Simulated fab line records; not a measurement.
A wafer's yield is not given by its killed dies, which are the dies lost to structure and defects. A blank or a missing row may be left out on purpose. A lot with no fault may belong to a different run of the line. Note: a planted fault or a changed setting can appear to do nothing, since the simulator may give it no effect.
Matching of chambers | flow n5-finfet | N5_BEOL_M11_PECVD_70 on pecvd-02: 3 sister chambers
The step deposits SiO2 from TEOS/O2, target thk 20 nm, time 22.7 s. 6 wafers are shown with their chamber, then 10 later ones without.

## WAFERS PAIRED WITH THEIR CHAMBERS
wafer  | chamber | throttle-valve-pct (%) | showerhead-plenum-p-Torr (Torr)
L080.5 | 1       | 22.7                   | 8.83
L086.1 | 1       | 22.5                   | 8.85
L089.1 | 2       | 21.7                   | 8.78
L089.5 | 2       | 22.0                   | 8.80
L090.2 | 0       | 24.4                   | 8.76
L090.4 | 0       | 24.3                   | 8.77

## WAFERS WHOSE CHAMBER IS MISSING
wafer  | throttle-valve-pct (%) | showerhead-plenum-p-Torr (Torr)
L090.6 | 22.7                   | 8.85
L093.1 | 22.1                   | 8.81
L093.2 | 24.4                   | 8.78
L093.3 | 22.7                   | 8.84
L096.2 | 22.2                   | 8.82
L096.3 | 24.5                   | 8.81
L096.6 | 22.2                   | 8.81
L097.1 | 22.2                   | 8.80
L097.3 | 22.6                   | 8.84
L097.6 | 22.1                   | 8.78

## THE CHAMBER EACH PASSED THROUGH
wafer  | from the rows above     | in truth
L090.6 | 1                       | 1
L093.1 | can't be placed: 2 or 1 | 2
L093.2 | 0                       | 0
L093.3 | 1                       | 1
L096.2 | can't be placed: 1 or 2 | 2
L096.3 | 0                       | 0
L096.6 | can't be placed: 2 or 1 | 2
L097.1 | can't be placed: 2 or 1 | 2
L097.3 | 1                       | 1
L097.6 | 2                       | 2
6 of 10 placed correctly. Cannot be placed on the basis of these rows: 4; the candidates contain the true chamber in 4. Wrongly placed: 0.
How it was worked out, from the rows above alone: a wafer's distance from a chamber is the root of the sum, over the readings, of the square of ((its reading less the chamber's mean) divided by the reading's scatter). If the next closest chamber is less than 2 further off than the closest, the wafer can't be placed; otherwise it belongs to the closest. A chamber's mean is the mean of its shown wafers. The scatter: the root of (the sum of the squares of (reading less its chamber's mean) over the shown wafers, divided by (wafers less chambers)).
